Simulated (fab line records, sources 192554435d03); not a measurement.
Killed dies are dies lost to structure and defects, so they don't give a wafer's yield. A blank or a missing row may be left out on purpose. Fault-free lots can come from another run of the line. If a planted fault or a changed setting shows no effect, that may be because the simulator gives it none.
fab line records -- flow n5-finfet
record: lots: 4, wafers: 11, last-day: 19
route steps=1938 shown BEOL_M14@1741 BEOL_M15@1773
lots that met no fault: from a run of the same line without faults
start-h: start of the lot's first displayed wafer, in hours after the record's first day -- wait-h: how many hours have passed since the lot's step before this one -- " unchanged from the row above -- L1.1+2: a row that stands for several wafers -- - either no value or no given start -- * or withheld: withheld -- < > ~ a bound
route shown NAME@n: a module of which the file shows steps, and the number in the route of the first -- usual: average and standard deviation across the fault-free wafers -- same: alike in all rows -- chamber/n: place in a boat -- sites: each site's reading -- _std_site: the standard deviation of these -- _edge_site: the outer-site mean with the inner-site mean subtracted -- radius-mm: how far each site lies from the wafer's centre -- mask NAME#n: copy n -- behind: tool/chamber where the wafer was last shaped -- hold: why the lot was held/for how many hours/how that ended -- device: the n, p or np transistor that did not switch -- end of line: tests run on the same wafers once the route is complete -- a step without rows: its recipe alone -- killed: dies lost to structure and defects at the first sort, not the wafer's yield -- map: the dies of a wafer, with x for killed, . for not killed, _ for no die there
set.NAME: the setting the step ran with; set.NAME@STEP: the setting that earlier step ran with -- model.NAME: the simulator's own value behind a step, which no gauge read
lots at selected steps of the route; one table per step, one row per wafer
services: from which hour (start-h, from the record's first day; less than 0 if before it) a tool's chamber was out of use, for how many hours, and why
== steps ==
step: N5_BEOL_M14_SOFTBAKE_23
recipe: temp-c: 130, time-s: 60
step: N5_BEOL_M14_EXPOSE_25
recipe: mask-id: M14, na: 0.8, source-shape: annular, sigma-inner: 0.5, sigma-outer: 0.8, polarization: unpolarized, target-cd-nm: 280, dose-mj: 26.6
step: N5_BEOL_M14_PEB_26
recipe: peb-temp-c: 130, peb-time-s: 90
step: N5_BEOL_M14_DEVELOP_27
recipe: develop-time-s: 45, rinse-liquid: diw, dry: air-spin, dev-temp-c: 21
step: N5_BEOL_M14_HARDBAKE_32
recipe: temp-c: 130, time-s: 120
step: N5_BEOL_M14_DESCUM_33
recipe: chemistry: O2, time-s: 7.9, source-power-w: 50, bias-power-w: 20, pressure-mtorr: 20, rf-frequency-hz: 2.712e+07, temp-c: 40, o2-flow-sccm: 225
step: N5_BEOL_M14_ETCH_67
recipe: chemistry: CF4, target: SiARC, target-depth-a: 1430, time-s: 238.3, ion-energy-ev: 80, pressure-mtorr: 40, source-w: 545, bias-w: 36, Ar_flow_sccm: 100, cf4-flow-sccm: 100, ends: cleared
step: N5_BEOL_M14_ETCH_68
recipe: chemistry: N2/H2, target: SOC, mask-material: SiARC, source-w: 3000, bias-w: 350, temp-c: 40, time-s: 450, ion-energy-ev: 200, pressure-mtorr: 30, n2-flow-sccm: 200, h2-flow-sccm: 200
step: N5_BEOL_M14_STRIP_69
recipe: chemistry: N2/H2, temp-c: 40, n2-flow-sccm: 200, h2-flow-sccm: 200, rf-frequency-hz: 6e+07
step: N5_BEOL_M14_TRENCH_ETCH_34
recipe: chemistry: C4F8/O2/Ar, target: SiO2, target-depth-a: 5566.5, mask-material: SOC, he-inner-torr: 15, he-outer-torr: 30, time-s: 126.9, ion-energy-ev: 800, pressure-mtorr: 20, source-w: 1905, bias-w: 2040, Ar_flow_sccm: 400, C4F8_flow_sccm: 16, O2_flow_sccm: 12
usual: drypump-motor-current-A: 5.5/0.35, he-inner-torr: 15.00/0.032, oes-product-au: 0.80/0.059, rf-vpp-V: 2215/29, showerhead-plenum-p-Torr: 3.47/0.12, throttle-valve-pct: 30.90/0.2
lot.wafer,tool,chamber,start-h,wait-h,drypump-motor-current-A,he-inner-torr,oes-product-au,rf-hours-counter-h,rf-vpp-V,showerhead-plenum-p-Torr,throttle-valve-pct,model.etch.depth-nm
L489.1,rie-diel-01,1,271.49,0.0,5.2,15.00,0.87,36,2217,3.50,30.76,576.9
L489.4,rie-diel-01,2,271.49,0.0,5.9,14.99,0.94,14,2188,3.65,31.07,580.5
L489.6,rie-diel-01,3,271.49,0.0,5.0,14.93,0.87,-,2203,3.48,30.69,575.6
L500.2,rie-diel-01,3,360.71,0.0,5.0,15.01,1.09,96,2201,3.46,31.07,849.1
L500.3,rie-diel-01,1,360.71,0.0,5.3,14.96,1.09,64,2216,3.48,31.17,848.5
L500.6,rie-diel-01,0,360.71,0.0,5.5,14.99,0.80,-,2241,3.36,31.04,557.3
L504.2,rie-diel-01,3,375.31,0.0,4.9,15.03,1.07,101,2200,3.46,31.05,841.7
L504.6,rie-diel-01,0,375.31,0.0,5.5,15.02,0.79,-,2241,3.35,31.04,546.7
L512.2,rie-diel-04,2,440.04,0.0,5.5,14.99,0.73,172,2212,3.43,30.71,534.5
L512.4,rie-diel-04,1,440.04,0.0,6.5,14.95,0.78,136,2241,3.33,31.48,572
L512.6,rie-diel-04,3,440.04,0.0,5.9,14.97,0.80,-,2180,3.59,31.00,565.8
step: N5_BEOL_M14_STRIP_70
recipe: chemistry: C4F8/O2/Ar, resist: SiARC, rf-frequency-hz: 6e+07
step: N5_BEOL_M14_OCD_MEAS_35
usual: trench-depth-nm: 560/15
lot.wafer,tool,chamber,start-h,wait-h,trench-depth-nm
L489.1,ocd-02,-,271.64,0.0,578
L489.4,ocd-02,-,271.64,0.0,581
L489.6,ocd-02,-,271.64,0.0,576
L500.2,ocd-02,-,360.87,0.0,849
L500.3,ocd-02,-,360.87,0.0,849
L500.6,ocd-02,-,360.87,0.0,558
L504.2,ocd-02,-,375.47,0.0,842
L504.6,ocd-02,-,375.47,0.0,546
L512.2,ocd-02,-,440.20,0.0,534
L512.4,ocd-02,-,440.20,0.0,572
L512.6,ocd-02,-,440.20,0.0,566
step: N5_BEOL_M14_STRIP_37
recipe: chemistry: O2, power-w: 600, temp-c: 60, pressure-mtorr: 30, rf-frequency-hz: 6e+07, bias-power-w: 0, overash-fraction: 0.3, o2-flow-sccm: 225
step: N5_BEOL_M14_ETCH_38
recipe: chemistry: CF4/N2, target: SiCN, target-depth-a: 1065, taper-deg: 2, time-s: 120.6, ion-energy-ev: 150, mask-material: SiO2, pressure-mtorr: 40, source-w: 430, bias-w: 70, Ar_flow_sccm: 100, cf4-flow-sccm: 60, n2-flow-sccm: 60
step: N5_BEOL_M14_PRECLEAN_39
recipe: chemistry: residue-remover, time-s: 60, temp-c: 40
step: N5_BEOL_M14_SRD_40
recipe: time-s: 30, temp-c: 23, rinse-liquid: diw, dry: n2-spin, spin-rpm: 1500, dry-time-s: 30
step: N5_BEOL_M14_DEGAS_41
recipe: ambient: vacuum, temp-c: 300, time-s: 60
step: N5_BEOL_M14_PRE_CLEAN_42
recipe: gas: H2/He, time-s: 30, temp-c: 300
step: N5_BEOL_M14_SPUTTER_43
recipe: material: TaN, target-thk-a: 150, temp-c: 50, bias-v: 168.6, power-w: 15000, chamber-pressure-pa: 0.12, time-s: 24.19
step: N5_BEOL_M14_SPUTTER_44
recipe: material: Ta, target-thk-a: 150, temp-c: 50, bias-v: 80, power-w: 15000, chamber-pressure-pa: 0.07, time-s: 24.19
step: N5_BEOL_M14_SPUTTER_45
recipe: material: Cu, target-thk-a: 1000, temp-c: -20, bias-v: 60, power-w: 26000, chamber-pressure-pa: 0.13, time-s: 16.67
step: N5_BEOL_M14_ECD_47
recipe: material: Cu, target-thk-a: 12480
step: N5_BEOL_M14_ANNEAL_48
recipe: temp-c: 225, time-s: 90, ambient: N2
step: N5_BEOL_M14_CMP_49
recipe: stop-on: SiO2, t-overpolish-s: 5.2, down-force-psi: 2, platen-rpm: 80, clearing-platen-down-force-psi: 2, clearing-platen-rpm: 80, post-cmp-clean: cu-alkaline, target-thk-nm: 560, clearing-platen-pad-velocity-m-s: 1.5917, pad-velocity-m-s: 1.5917
usual: barrier-field-endpoint-s: 11.4/0.32, motor-current-A: 7.8/0.48, overpolish-run-s: 5.199/0.0092, time-to-endpoint-s: 122/5.1
lot.wafer,tool,chamber,start-h,wait-h,barrier-field-endpoint-s,motor-current-A,overpolish-run-s,time-to-endpoint-s,model.Cu_of_BEOL_M14_ECD_47.thk-nm
L489.4,cmp-03,0,276.51,0.1,12.0,7.3,5.189,129,584.4
L489.1,cmp-03,1,276.51,0.1,11.7,8.1,5.183,123,579
L489.6,cmp-03,1,276.51,0.1,11.9,8.5,5.195,126,577.4
L500.2,cmp-01,2,363.62,0.2,11.7,8.7,5.195,127,850
L500.3,cmp-01,1,363.62,0.2,11.6,8.3,5.210,126,850.2
L500.6,cmp-01,2,363.62,0.2,11.8,8.6,5.194,127,558.8
L504.2,cmp-03,0,381.28,0.3,11.7,7.1,5.205,129,845.4
L504.6,cmp-03,2,381.28,0.3,11.8,7.7,5.195,130,550.4
L512.4,cmp-01,0,442.42,0.2,11.4,8.6,5.211,123,576.2
L512.2,cmp-01,1,442.42,0.2,11.5,7.9,5.204,122,538.8
L512.6,cmp-01,2,442.42,0.2,11.6,8.7,5.192,124,570.2
step: N5_BEOL_M14_THK_MEAS_50
recipe: thk-meas-gauge: xrf, reads: Cu_of_BEOL_M14_ECD_47
usual: M14_THK: 584/16
lot.wafer,tool,chamber,start-h,wait-h,M14_THK[nm]
L489.1,film-metro-02,-,276.80,-,602
L489.4,film-metro-02,-,276.80,-,611
L489.6,film-metro-02,-,276.80,-,605
L500.2,film-metro-02,-,363.91,-,896
L500.3,film-metro-02,-,363.91,-,893
L500.6,film-metro-02,-,363.91,-,581
L504.2,film-metro-02,-,381.46,-,887
L504.6,film-metro-02,-,381.46,-,574
L512.2,film-metro-02,-,442.64,-,560
L512.4,film-metro-02,-,442.64,-,600
L512.6,film-metro-02,-,442.64,-,594
step: N5_BEOL_M14_PRE_CLEAN_52
recipe: gas: NH3, time-s: 15, temp-c: withheld, rf-power-w: 300
step: N5_BEOL_M14_DEP_53
recipe: material: SiCN, target-thk-a: 500, temp-c: withheld, precursor: 3MS/NH3, pressure-torr: 3, rf-w: 675, time-s: 17.8
step: N5_BEOL_M14_RS_MEAS_54
recipe: thk-meas-gauge: four-point-probe, reads: Cu_of_BEOL_M14_ECD_47+Ta_of_BEOL_M14_SPUTTER_44+TaN_of_BEOL_M14_SPUTTER_43
usual: M14_RS: 0.0330/0.00089
lot.wafer,tool,chamber,start-h,wait-h,M14_RS[ohm/sq]
L489.1,film-metro-02,-,276.93,0.0,0.0321
L489.4,film-metro-02,-,276.93,0.0,0.0318
L489.6,film-metro-02,-,276.93,0.0,0.0322
L500.2,film-metro-02,-,364.04,0.1,0.0217
L500.3,film-metro-02,-,364.04,0.1,0.0216
L500.6,film-metro-02,-,364.04,0.1,0.0332
L504.2,film-metro-01,-,381.59,0.1,0.0218
L504.6,film-metro-01,-,381.59,0.1,0.0338
L512.2,film-metro-01,-,442.77,0.1,0.0345
L512.4,film-metro-01,-,442.77,0.1,0.0323
L512.6,film-metro-01,-,442.77,0.1,0.0326
step: N5_BEOL_M15_ILD_DEP_00
recipe: material: SiO2, target-thk-a: 16293, temp-c: 400, precursor: TEOS/O2, pressure-torr: 6.5, rf-w: 900, teos-flow-sccm: 161.4, gas: O2, flow-sccm: 2650, time-s: 346.1
step: N5_BEOL_M15_COAT_58
recipe: resist: BARC, temp-c: 205, time-s: 60, spin-rpm: 1500, resist-thk-nm: 89
step: N5_BEOL_M15_COAT_04
recipe: spin-rpm: 1704, resist-thk-nm: 800
step: N5_BEOL_M15_EBR_06
recipe: solvent: PGMEA, ebr-width-mm: 1.5
step: N5_BEOL_M15_SOFTBAKE_05
recipe: temp-c: 130, time-s: 60
step: N5_BEOL_M15_EXPOSE_07
recipe: mask-id: V14, na: 0.8, source-shape: annular, sigma-inner: 0.5, sigma-outer: 0.8, polarization: unpolarized, attpsm-phase-deg: 180, dose-mj: 41.25
step: N5_BEOL_M15_PEB_08
recipe: peb-temp-c: 130, peb-time-s: 90
step: N5_BEOL_M15_DEVELOP_09
recipe: develop-time-s: 45, rinse-liquid: diw, dry: air-spin, dev-temp-c: 21
step: N5_BEOL_M15_HARDBAKE_14
recipe: temp-c: 130, time-s: 120
step: N5_BEOL_M15_RC_MEAS_101
usual: COMB_M10: 1.5e-11/3.3e-12, COMB_M11: 1.54e-11/2.5e-12, COMB_M12: 6.7e-12/1.2e-12, COMB_M12_max_site: 9.3e-12/1.8e-12, COMB_M13: 5.5e-12/1e-12, COMB_M15: 3.2e-12/5.7e-13, COMB_M5: 3.6e-11/7.6e-12, COMB_M6: 2.6e-11/5.1e-12, COMB_M7: 2.5e-11/4.4e-12, COMB_M8: 2.5e-11/5.3e-12, COMB_M9: 1.55e-11/2.8e-12, SERP_M10: 3.05/0.084, SERP_M11: 3.10/0.089, SERP_M12: 0.634/0.018, SERP_M13: 0.311/0.0068, SERP_M13_max_site: 0.315/0.0067, SERP_M14: 0.160/0.0047, SERP_M14_max_site: 0.161/0.0048, SERP_M5: 39.0/1.5, SERP_M6: 13.5/0.58, SERP_M7: 13.9/0.62, SERP_M8: 13.5/0.5, SERP_M9: 3.04/0.091, SERP_M9_max_site: 3.13/0.1
lot.wafer,tool,chamber,start-h,wait-h,COMB_M10[S/m],COMB_M11[S/m],COMB_M12[S/m],COMB_M12_max_site[S/m],COMB_M13[S/m],COMB_M15[S/m],COMB_M5[S/m],COMB_M6[S/m],COMB_M7[S/m],COMB_M8[S/m],COMB_M9[S/m],SERP_M10[ohm/um],SERP_M11[ohm/um],SERP_M12[ohm/um],SERP_M13[ohm/um],SERP_M13_max_site[ohm/um],SERP_M14[ohm/um],SERP_M14_max_site[ohm/um],SERP_M5[ohm/um],SERP_M6[ohm/um],SERP_M7[ohm/um],SERP_M8[ohm/um],SERP_M9[ohm/um],SERP_M9_max_site[ohm/um]
L489.1,prober-01,0,287.44,0.0,1.4e-11,1.33e-11,6.2e-12,9.7e-12,5.6e-12,3.5e-12,3e-11,2.2e-11,2.4e-11,2.2e-11,1.4e-11,3.05,3.16,0.645,0.322,0.325,0.156,0.158,35.6,14.4,13.5,14.4,3.05,3.13
L489.4,prober-01,0,287.44,0.0,2.3e-11,1.22e-11,6.6e-12,7.5e-12,6e-12,3.9e-12,3.7e-11,2.8e-11,2.2e-11,2.6e-11,1.67e-11,3.07,3.27,0.638,0.314,0.319,0.154,0.156,38.2,13.0,13.3,14.6,3.07,3.15
L489.6,prober-01,0,287.44,0.0,1.1e-11,2.08e-11,9.8e-12,1.14e-11,6e-12,3e-12,3.2e-11,2.8e-11,2.6e-11,2.1e-11,1.75e-11,3.17,2.99,0.649,0.310,0.313,0.154,0.156,38.4,13.8,14.7,13.4,2.90,3.05
L500.2,prober-01,0,374.30,0.2,1.6e-11,1.64e-11,5.5e-12,7.8e-12,6.1e-12,3.8e-12,2.8e-11,2.9e-11,2.7e-11,1.5e-11,1.79e-11,3.00,3.02,0.651,0.306,0.309,0.104,0.104,37.9,13.2,14.9,13.3,3.12,3.27
L500.3,prober-01,0,374.30,0.2,1.6e-11,1.84e-11,5.1e-12,7.1e-12,7.1e-12,5e-12,3.8e-11,2.7e-11,2.8e-11,2.2e-11,1.4e-11,3.07,3.03,0.621,0.324,0.327,0.106,0.107,39.1,14.2,13.8,14.1,3.02,3.16
L500.6,prober-01,0,374.30,0.2,9e-12,1.46e-11,6.3e-12,7.4e-12,5.3e-12,3.8e-12,3.2e-11,2.8e-11,2.5e-11,2.1e-11,1.42e-11,3.07,3.07,0.634,0.317,0.318,0.161,0.162,36.4,14.3,15.6,13.1,3.05,3.07
L504.2,prober-01,0,387.56,0.2,1.6e-11,1.47e-11,7.3e-12,1.09e-11,5.1e-12,3.5e-12,3.7e-11,2.3e-11,2.5e-11,3.2e-11,1.1e-11,2.94,3.01,0.613,0.316,0.322,0.104,0.106,37.0,13.4,14.5,13.2,3.14,3.28
L504.6,prober-01,0,387.56,0.2,1.7e-11,1.82e-11,7e-12,9.3e-12,5.5e-12,3.3e-12,4.5e-11,2.7e-11,3.1e-11,3.4e-11,1.71e-11,3.12,3.03,0.619,0.306,0.308,0.161,0.162,35.8,12.8,13.8,13.6,2.88,2.90
L512.2,prober-01,0,450.96,0.2,1.8e-11,1.52e-11,7e-12,1e-11,5.8e-12,2.6e-12,4.9e-11,2.6e-11,2.9e-11,2.7e-11,1.29e-11,3.03,3.08,0.628,0.307,0.308,0.166,0.167,40.1,12.7,13.9,13.6,3.13,3.21
L512.4,prober-01,0,450.96,0.2,1.6e-11,1.76e-11,8.3e-12,1.15e-11,7.7e-12,3.2e-12,3.4e-11,2.1e-11,2.9e-11,2.7e-11,1.5e-11,2.96,3.19,0.648,0.305,0.311,0.158,0.161,38.3,13.3,14.3,14.2,2.98,3.07
L512.6,prober-01,0,450.96,0.2,2.2e-11,1.66e-11,6.6e-12,1.15e-11,5.2e-12,3.4e-12,3.3e-11,2.5e-11,2.4e-11,1.9e-11,1.72e-11,3.05,3.00,0.636,0.305,0.310,0.158,0.159,37.8,12.4,14.7,14.7,3.17,3.23
sites SERP_M14 radius-mm=0,75,75,75,75,140,140,140,140
L489.1 0.156 0.157 0.157 0.156 0.158 0.156 0.156 0.157 0.156
L500.2 0.103 0.104 0.104 0.104 0.103 0.103 0.104 0.104 0.104
L504.2 0.104 0.104 0.104 0.104 0.104 0.105 0.105 0.106 0.105
L512.2 0.166 0.165 0.167 0.167 0.167 0.165 0.166 0.167 0.165
== services ==
tool,chamber,start-h,hours,kind
cmp-03,-,265.54,4.3,pm
rie-diel-01,1,287.24,4.2,repair
rie-diel-04,2,323.48,19.8,repair
cmp-01,-,334.09,4.0,pm
cmp-01,-,338.09,-,consumable-replace:conditioner
cmp-01,-,338.09,-,consumable-replace:pad
rie-diel-01,-,366.85,0.9,repair
rie-diel-04,-,381.01,2.8,pm
cmp-03,-,395.81,1.4,repair
cmp-01,-,412.50,1.8,repair
cmp-03,-,417.16,4.7,pm
cmp-01,-,423.86,6.1,pm
cmp-03,-,432.33,4.0,pm
cmp-03,-,436.33,-,consumable-replace:conditioner
cmp-03,-,436.33,-,consumable-replace:pad
== key ==
first-sign: step: N5_BEOL_M14_TRENCH_ETCH_34, reading: oes-product-au, direction: up, sigmas: 4.7, usual: 0.80, struck: 1.08
effect: step: N5_BEOL_M14_OCD_MEAS_35, reading: trench-depth-nm, direction: up, sigmas: 20, usual: 560, struck: 846
effect: step: N5_BEOL_M14_THK_MEAS_50, reading: M14_THK, direction: up, sigmas: 20, usual: 584, struck: 892
effect: step: N5_BEOL_M14_RS_MEAS_54, reading: M14_RS, direction: down, sigmas: 13, usual: 0.0330, struck: 0.0217
effect: step: N5_BEOL_M15_RC_MEAS_101, reading: SERP_M14, direction: down, sigmas: 12, usual: 0.160, struck: 0.105
model-effect: step: N5_BEOL_M14_TRENCH_ETCH_34, value: etch.depth-nm, without: 564.3, struck: 846.4
model-effect: step: N5_BEOL_M14_CMP_49, value: Cu_of_BEOL_M14_ECD_47.thk-nm, without: 566.5, struck: 848.5
met-at N5_BEOL_M14_TRENCH_ETCH_34
struck-wafers L500.2,L500.3,L504.2
onset-between 271.49 360.71
fault: kind: process-parameter-drift, tool: rie-diel-01, chamber: -, onset-h: 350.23, steps: N5_BEOL_M14_TRENCH_ETCH_34, channel: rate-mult, offset: 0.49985, shape: step, end-h: 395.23, scope: struck-wafers-only
